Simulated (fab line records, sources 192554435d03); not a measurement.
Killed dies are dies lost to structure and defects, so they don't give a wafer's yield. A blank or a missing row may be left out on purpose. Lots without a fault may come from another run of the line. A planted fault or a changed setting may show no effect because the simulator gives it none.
Split-lot experiment | flow n5_finfet | 7 lots, 21 wafers read, on a route of 1938 steps

THE SPLIT
At N5_BEOL_M4_COAT_68 (time 60 s, resist thk 12 nm), the setting spin_rpm was moved away from the recipe's 1500 rpm on 7 of the 21 wafers read, by -7.5% to +4.6%. The other wafers ran this setting at the recipe's value.

FROM THE SPLIT TO THE READING: what the file shows between them, 4 steps
- N5_BEOL_M4_COAT_76: time 60 s, resist thk 5 nm
- N5_BEOL_M4_COAT_22: resist thk 30 nm
- N5_BEOL_M4_DESCUM_33: chemistry O2, time 7 s
- N5_BEOL_M4_ETCH_77: etches underlayer in N2/H2, target depth 6.5 nm, time 5.2 s

THE READING
etch.depth_nm (the simulator's own value, which no gauge read), in nm, at N5_BEOL_M4_ETCH_69 (etches SiARC in CF4, target depth 15.6 nm, time 26 s). The file gives no usual value for it. The 14 wafers here that ran the recipe average 12.00 nm, standard deviation 0.034 nm.

wafer  | tool, chamber at the split | spin_rpm as run, rpm | against the recipe | etch.depth_nm, nm | against lot-mates on the recipe
L077.2 | litho_track-05, 0          | 1390                 | -7.3%              | 12.46             | +0.46
L077.5 | litho_track-05, 0          | 1500                 | recipe             | 11.98             | -
L077.6 | litho_track-05, 0          | 1500                 | recipe             | 12.01             | -
L080.2 | litho_track-01, 0          | 1500                 | recipe             | 12.05             | -
L080.3 | litho_track-01, 0          | 1500                 | recipe             | 12.05             | -
L080.5 | litho_track-01, 0          | 1500                 | recipe             | 12.04             | -
L085.2 | litho_track-01, 0          | 1500                 | recipe             | 11.97             | -
L085.3 | litho_track-01, 0          | 1500                 | recipe             | 11.95             | -
L085.5 | litho_track-01, 0          | 1500                 | recipe             | 11.98             | -
L090.2 | litho_track-04, 0          | 1416                 | -5.6%              | 12.34             | +0.36
L090.4 | litho_track-04, 0          | 1416                 | -5.6%              | 12.33             | +0.35
L090.6 | litho_track-04, 0          | 1500                 | recipe             | 11.98             | -
L093.1 | litho_track-04, 0          | 1500                 | recipe             | 12.04             | -
L093.5 | litho_track-04, 0          | 1404                 | -6.4%              | 12.45             | +0.45
L093.6 | litho_track-04, 0          | 1500                 | recipe             | 11.97             | -
L096.3 | litho_track-05, 0          | 1500                 | recipe             | 11.99             | -
L096.4 | litho_track-05, 0          | 1500                 | recipe             | 11.98             | -
L096.6 | litho_track-05, 0          | 1388                 | -7.5%              | 12.43             | +0.45
L097.3 | litho_track-05, 0          | 1569                 | +4.6%              | 11.67             | -0.29
L097.5 | litho_track-05, 0          | 1569                 | +4.6%              | 11.68             | -0.28
L097.6 | litho_track-05, 0          | 1500                 | recipe             | 11.96             | -

THE FIT
A straight line over all 21 wafers: etch.depth_nm changes by -0.0642 nm for each +1% of spin_rpm; r = -0.99; the points scatter about the line by 0.034 nm.
The same after taking each lot's own level away (the mean of its wafers on the recipe; 21 wafers): -0.0632 nm for each +1%; r = -1.00; scatter 0.018 nm.
On that fit, the largest move of spin_rpm shifts the reading by 0.47 nm.
The lots' own levels span 11.960 to 12.047 nm, that is 2.6 times the standard deviation above.
So the lot-to-lot level changes the slope little: the two slopes agree.
Check: with one of the wafers moved furthest among these (-7.5%) left out of the fit, the line predicts +0.481 nm for it against its lot-mates. It came out at +0.445 nm against them.

OTHER SPLITS ON THESE WAFERS
These wafers also went through other splits before the reading. Each is held against what the fit with the lots' levels taken away leaves over:
other split on the same wafers    | wafers away from the commonest value | r with etch.depth_nm (lot level and that fit taken away)
N5_BEOL_M0_SAQP_EXPOSE_11 dose_mj | 6                                    | -0.39
N5_BEOL_M1_ETCH_77 source_w       | 7                                    | +0.22
N5_BEOL_M2_COAT_22 spin_rpm       | 10                                   | +0.12
N5_BEOL_M2_DESCUM_33 time_s       | 6                                    | -0.05
N5_BEOL_M3_EXPOSE_25 dose_mj      | 11                                   | -0.18
N5_BEOL_M4_COAT_67 spin_rpm       | 5                                    | +0.26

THE WHOLE CHAIN: every reading that the file lists as answering this split, in the file's order
step               | what it does                                         | reading                                                                          | change (the file's fit)                | r (the file's)
N5_BEOL_M4_COAT_68 | time 60 s, resist thk 12 nm                          | SiARC_of_BEOL_M4_COAT_68.thk_nm (the simulator's own value, which no gauge read) | -0.0619 nm for each +1% of the setting | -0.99
N5_BEOL_M4_ETCH_69 | etches SiARC in CF4, target depth 15.6 nm, time 26 s | etch.depth_nm (the simulator's own value, which no gauge read)                   | -0.0635 nm for each +1% of the setting | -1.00

THE FILE'S OWN FIT
etch.depth_nm changes by -0.0635 nm for each +1% of spin_rpm, r = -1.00.
